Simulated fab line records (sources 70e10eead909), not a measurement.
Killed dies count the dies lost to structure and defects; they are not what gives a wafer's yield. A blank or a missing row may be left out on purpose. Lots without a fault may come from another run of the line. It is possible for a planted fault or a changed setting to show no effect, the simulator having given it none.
What tool caused it? + flow nandHarc + Sampling: 24 lots, 72 wafers, 5 of 1302 route steps

WHAT EACH GAUGE READ, for each wafer
NHARC_A_CONTACT_CD_MEAS_15.
| lot  | measured     | on       | cdNm (nm)         |
|------|--------------|----------|-------------------|
| L074 | day 22 15:38 | cdSem-03 | 190.8 190.2 190.5 |
| L077 | day 23 09:11 | cdSem-01 | 190.3 190.3 190.7 |
| L076 | day 23 10:29 | cdSem-03 | 189.9 190.1 190.1 |
| L075 | day 23 12:54 | cdSem-01 | 189.7 188.9 188.9 |
| L078 | day 23 21:20 | cdSem-01 | 189.6 189.6 188.9 |
| L080 | day 24 23:52 | cdSem-01 | 189.8 189.3 189.2 |
| L079 | day 25 13:52 | cdSem-01 | 190.1 189.9 190.4 |
| L082 | day 25 22:53 | cdSem-03 | 190.3 189.9 190.5 |
| L081 | day 25 23:50 | cdSem-02 | 188.9 189.7 189.4 |
| L083 | day 26 04:15 | cdSem-03 | 189.9 190.5 190.2 |
| L085 | day 26 22:07 | cdSem-03 | 189.3 189.7 189.3 |
| L084 | day 26 22:27 | cdSem-02 | 190.1 189.8 190.5 |
| L086 | day 27 01:36 | cdSem-01 | 190.4 189.9 190.3 |
| L087 | day 27 04:58 | cdSem-01 | 189.7 189.5 190.2 |
| L088 | day 27 23:14 | cdSem-01 | 190.5 189.8 189.7 |
| L090 | day 29 01:25 | cdSem-03 | 189.2 189.5 189.7 |
| L089 | day 29 03:02 | cdSem-01 | 189.8 190.8 190.4 |
| L092 | day 29 22:34 | cdSem-03 | 189.4 189.9 190.3 |
| L091 | day 30 01:39 | cdSem-01 | 190.3 189.7 189.8 |
| L093 | day 30 15:11 | cdSem-03 | 189.8 189.8 190.0 |
| L095 | day 31 19:50 | cdSem-03 | 189.9 189.4 190.4 |
| L097 | day 32 02:52 | cdSem-03 | 190.1 189.9 189.6 |
| L094 | day 32 04:20 | cdSem-01 | 189.4 189.4 189.1 |
| L096 | day 32 12:11 | cdSem-01 | 190.9 190.3 190.7 |

NHARC_A_M0_CD_MEAS_09 targets a cd of 80 nm.
| lot  | measured     | on       | cdNm (nm)      |
|------|--------------|----------|----------------|
| L074 | day 22 22:44 | cdSem-02 | 80.5 80.0 79.5 |
| L077 | day 23 18:13 | cdSem-01 | 81.4 80.1 80.7 |
| L076 | day 23 18:22 | cdSem-02 | 80.2 79.7 78.6 |
| L075 | day 23 19:52 | cdSem-02 | 79.3 79.7 79.4 |
| L078 | day 24 05:17 | cdSem-01 | 80.4 80.4 79.5 |
| L080 | day 25 07:26 | cdSem-01 | 79.4 78.6 79.5 |
| L079 | day 25 21:10 | cdSem-03 | 80.6 80.1 80.4 |
| L082 | day 26 06:20 | cdSem-03 | 79.4 80.7 79.5 |
| L081 | day 26 07:17 | cdSem-03 | 80.6 80.9 80.4 |
| L083 | day 26 11:16 | cdSem-01 | 80.8 79.5 79.8 |
| L085 | day 27 05:36 | cdSem-02 | 80.6 79.6 80.8 |
| L084 | day 27 05:45 | cdSem-02 | 80.5 79.8 80.1 |
| L086 | day 27 08:34 | cdSem-02 | 81.2 80.5 81.1 |
| L087 | day 27 12:31 | cdSem-02 | 79.9 79.6 79.9 |
| L088 | day 28 06:10 | cdSem-02 | 79.5 80.0 81.3 |
| L090 | day 29 08:20 | cdSem-01 | 79.8 79.4 79.7 |
| L089 | day 29 10:34 | cdSem-03 | 80.1 80.6 79.2 |
| L092 | day 30 05:42 | cdSem-03 | 79.6 80.2 79.5 |
| L091 | day 30 08:46 | cdSem-03 | 80.9 80.2 80.8 |
| L093 | day 30 22:43 | cdSem-01 | 80.3 79.9 80.1 |
| L095 | day 32 02:40 | cdSem-03 | 81.2 79.8 81.4 |
| L097 | day 32 09:49 | cdSem-01 | 79.5 78.8 79.5 |
| L094 | day 32 11:19 | cdSem-01 | 79.3 79.4 79.6 |
| L096 | day 32 19:14 | cdSem-02 | 80.4 80.2 80.5 |

NHARC_A_M0_CD_MEAS_16.
| lot  | measured     | on       | cdNm (nm)      |
|------|--------------|----------|----------------|
| L074 | day 22 23:15 | cdSem-02 | 80.6 79.9 79.1 |
| L077 | day 23 18:42 | cdSem-02 | 80.5 80.0 80.2 |
| L076 | day 23 18:51 | cdSem-01 | 80.7 79.9 79.0 |
| L075 | day 23 20:21 | cdSem-03 | 79.3 79.9 79.4 |
| L078 | day 24 05:47 | cdSem-03 | 79.5 80.4 79.1 |
| L080 | day 25 07:55 | cdSem-02 | 79.9 77.6 79.0 |
| L079 | day 25 21:39 | cdSem-02 | 80.7 79.9 80.9 |
| L082 | day 26 06:49 | cdSem-03 | 79.1 80.7 80.1 |
| L081 | day 26 07:46 | cdSem-01 | 81.2 80.4 80.1 |
| L083 | day 26 11:45 | cdSem-02 | 80.2 79.0 79.6 |
| L085 | day 27 06:05 | cdSem-03 | 80.4 78.8 80.1 |
| L084 | day 27 06:14 | cdSem-01 | 80.5 80.2 79.6 |
| L086 | day 27 09:04 | cdSem-03 | 81.7 80.8 81.0 |
| L087 | day 27 13:01 | cdSem-02 | 80.2 79.6 79.5 |
| L088 | day 28 06:39 | cdSem-01 | 79.6 79.9 80.3 |
| L090 | day 29 08:49 | cdSem-02 | 80.4 79.1 80.3 |
| L089 | day 29 11:03 | cdSem-01 | 80.2 79.9 79.1 |
| L092 | day 30 06:11 | cdSem-01 | 78.8 79.1 78.5 |
| L091 | day 30 09:16 | cdSem-03 | 80.2 79.3 80.9 |
| L093 | day 30 23:13 | cdSem-01 | 80.2 79.3 78.8 |
| L095 | day 32 03:10 | cdSem-03 | 80.5 80.0 81.0 |
| L097 | day 32 10:18 | cdSem-01 | 78.7 78.7 79.7 |
| L094 | day 32 11:49 | cdSem-01 | 79.0 80.0 80.1 |
| L096 | day 32 19:44 | cdSem-03 | 80.2 80.0 80.9 |

EACH LOT AND THE TOOL THAT RAN IT (in order: tool; ch and the chambers of the sampled wafers; start)
| lot  | NHARC_A_BLC_STRIP_29              | NHARC_A_BLC_ALD_23                 |
|------|-----------------------------------|------------------------------------|
| L074 | rieDiel-10 ch 0,2, day 22 19:52   | aldMetal-01 ch 0,1, day 22 20:41   |
| L077 | rieDiel-10 ch 0,2,3, day 23 15:26 | aldMetal-01 ch 1,2,3, day 23 16:11 |
| L076 | rieDiel-07 ch 0,1,2, day 23 15:28 | aldMetal-03 ch 1,2,3, day 23 16:14 |
| L075 | rieDiel-07 ch 0,2,3, day 23 17:05 | aldMetal-02 ch 0,3, day 23 17:50   |
| L078 | rieDiel-10 ch 0,3, day 24 02:31   | aldMetal-03 ch 1,2,3, day 24 03:16 |
| L080 | rieDiel-10 ch 2,3, day 25 04:08   | aldMetal-03 ch 1,2, day 25 04:55   |
| L079 | rieDiel-10 ch 1,2,3, day 25 18:06 | aldMetal-01 ch 2,3, day 25 18:52   |
| L082 | rieDiel-07 ch 0,1,2, day 26 03:38 | aldMetal-01 ch 0,1, day 26 04:26   |
| L081 | rieDiel-07 ch 1,2, day 26 04:04   | aldMetal-03 ch 1,2, day 26 05:07   |
| L083 | rieDiel-07 ch 0,2,3, day 26 08:36 | aldMetal-02 ch 0,2,3, day 26 09:22 |
| L085 | rieDiel-07 ch 0,1,2, day 27 02:46 | aldMetal-01 ch 1,3, day 27 03:31   |
| L084 | rieDiel-10 ch 1,2,3, day 27 02:53 | aldMetal-03 ch 0,1,2, day 27 03:43 |
| L086 | rieDiel-07 ch 0,3, day 27 05:46   | aldMetal-02 ch 1,2,3, day 27 06:33 |
| L087 | rieDiel-10 ch 1,2,3, day 27 09:43 | aldMetal-01 ch 0,1,3, day 27 10:29 |
| L088 | rieDiel-13 ch 0,1, day 28 03:20   | aldMetal-03 ch 0,3, day 28 04:08   |
| L090 | rieDiel-07 ch 0,2, day 29 05:34   | aldMetal-02 ch 1,3, day 29 06:24   |
| L089 | rieDiel-07 ch 0,1, day 29 07:43   | aldMetal-01 ch 1,2, day 29 08:31   |
| L092 | rieDiel-13 ch 0,2, day 30 02:53   | aldMetal-01 ch 0,2,3, day 30 03:41 |
| L091 | rieDiel-10 ch 1,2, day 30 05:55   | aldMetal-01 ch 0,1,2, day 30 06:44 |
| L093 | rieDiel-07 ch 0,1,3, day 30 20:00 | aldMetal-03 ch 0,1,3, day 30 20:48 |
| L095 | rieDiel-07 ch 0,2, day 32 00:01   | aldMetal-01 ch 0,2, day 32 00:46   |
| L097 | rieDiel-07 ch 0,1,2, day 32 07:09 | aldMetal-01 ch 0,1,3, day 32 07:58 |
| L094 | rieDiel-13 ch 0,2, day 32 08:32   | aldMetal-02 ch 2,3, day 32 09:17   |
| L096 | rieDiel-07 ch 1,2,3, day 32 16:27 | aldMetal-02 ch 1,2,3, day 32 17:13 |
- NHARC_A_BLC_STRIP_29: strips in CF4.
- NHARC_A_BLC_ALD_23: deposits TiN, target thk 3 nm, pulse time 1 s, ald cycles 150.

AS READ BY THE TOOLS THEMSELVES (means over the sampled wafers that have a number; for cases with no such wafer, the mark the record gives instead)
NHARC_A_BLC_STRIP_29.
| lot  | tool       | drypumpMotorCurrentA (A) | oesProductAu (a.u.) | rfVppV (V) | showerheadPlenumPTorr (Torr) | throttleValvePct (%) |
|------|------------|--------------------------|---------------------|------------|------------------------------|----------------------|
| L074 | rieDiel-10 | 5.9                      | 0.997               | 59.8       | 1.80                         | 13.274               |
| L077 | rieDiel-10 | 5.8                      | 1.005               | 59.1       | 1.80                         | 13.281               |
| L076 | rieDiel-07 | 5.6                      | 1.001               | 59.9       | 1.84                         | 13.288               |
| L075 | rieDiel-07 | 5.7                      | 0.999               | 59.2       | 1.84                         | 13.277               |
| L078 | rieDiel-10 | 5.8                      | 1.012               | 60.3       | 1.81                         | 13.290               |
| L080 | rieDiel-10 | 5.5                      | 0.996               | 59.9       | 1.84                         | 13.292               |
| L079 | rieDiel-10 | 5.6                      | 1.007               | 59.1       | 1.78                         | 13.284               |
| L082 | rieDiel-07 | 5.6                      | 0.997               | 59.2       | 1.84                         | 13.289               |
| L081 | rieDiel-07 | 5.5                      | 1.002               | 60.1       | 1.85                         | 13.287               |
| L083 | rieDiel-07 | 5.7                      | 0.996               | 59.6       | 1.84                         | 13.289               |
| L085 | rieDiel-07 | 5.6                      | 0.998               | 59.8       | 1.84                         | 13.277               |
| L084 | rieDiel-10 | 5.7                      | 0.992               | 59.4       | 1.77                         | 13.289               |
| L086 | rieDiel-07 | 6.0                      | 0.996               | 59.2       | 1.82                         | 13.284               |
| L087 | rieDiel-10 | 5.6                      | 0.991               | 59.3       | 1.77                         | 13.281               |
| L088 | rieDiel-13 | 5.8                      | 1.007               | 59.4       | 1.78                         | 13.276               |
| L090 | rieDiel-07 | 5.7                      | 0.997               | 60.4       | 1.83                         | 13.283               |
| L089 | rieDiel-07 | 5.9                      | 0.997               | 59.5       | 1.81                         | 13.281               |
| L092 | rieDiel-13 | 5.9                      | 1.002               | 59.9       | 1.76                         | 13.285               |
| L091 | rieDiel-10 | 5.8                      | 0.997               | 58.6       | 1.71                         | 13.282               |
| L093 | rieDiel-07 | 6.0                      | 0.993               | 59.6       | 1.83                         | 13.286               |
| L095 | rieDiel-07 | 5.3                      | 1.010               | 59.0       | 1.85                         | 13.282               |
| L097 | rieDiel-07 | 5.5                      | 0.995               | 59.3       | 1.84                         | 13.292               |
| L094 | rieDiel-13 | 5.8                      | 1.007               | 59.6       | 1.77                         | 13.280               |
| L096 | rieDiel-07 | 5.6                      | 1.014               | 59.6       | 1.85                         | 13.281               |

NHARC_A_BLC_ALD_23.
| lot  | tool        | heaterPowerW (W) | precursorPulseHeightRel |
|------|-------------|------------------|-------------------------|
| L074 | aldMetal-01 | 1096             | 0.996                   |
| L077 | aldMetal-01 | 1019             | 0.996                   |
| L076 | aldMetal-03 | 1148             | 1.016                   |
| L075 | aldMetal-02 | 1027             | 1.016                   |
| L078 | aldMetal-03 | 1165             | 1.008                   |
| L080 | aldMetal-03 | 1118             | 1.014                   |
| L079 | aldMetal-01 | 987              | 0.986                   |
| L082 | aldMetal-01 | 1102             | 1.003                   |
| L081 | aldMetal-03 | 1088             | 0.990                   |
| L083 | aldMetal-02 | 1109             | 0.973                   |
| L085 | aldMetal-01 | 1034             | 1.010                   |
| L084 | aldMetal-03 | 1093             | 1.022                   |
| L086 | aldMetal-02 | 1127             | 0.976                   |
| L087 | aldMetal-01 | 1064             | 0.975                   |
| L088 | aldMetal-03 | 1094             | 0.996                   |
| L090 | aldMetal-02 | 1077             | 1.001                   |
| L089 | aldMetal-01 | 1077             | 1.020                   |
| L092 | aldMetal-01 | 1062             | 0.988                   |
| L091 | aldMetal-01 | 1132             | 1.010                   |
| L093 | aldMetal-03 | 1112             | 1.005                   |
| L095 | aldMetal-01 | 1108             | 0.990                   |
| L097 | aldMetal-01 | 1007             | 1.004                   |
| L094 | aldMetal-02 | 1105             | 1.009                   |
| L096 | aldMetal-02 | 1154             | 1.020                   |

THE ANSWER, worked out from the rows above alone
Rule: the lots themselves supply what counts as usual. The widest of any qualifying gaps counts: lots, ordered by their means at a reading, are off when they make up no more than a third of the lots, leave a main group of 4 or more, and stand apart from it by 3 or more times the standard deviation of that group's means. A main group is skipped when, at the precision printed for the reading in the tables above, its means are all equal. Also off: a lot with no number at a reading for which 4 or more lots have one. The other lots that the step has rows for count as sound. Order of review: gauges by route order, followed by the tools' own readings, for which a lot's mean as printed above is used. The first step at which some lot is off is used, and at that step the reading that is off furthest; a lot without a number counts as furthest.
None of the lots is off at any reading shown; this tells nothing.

WHAT WAS PUT IN BY THE SIMULATOR
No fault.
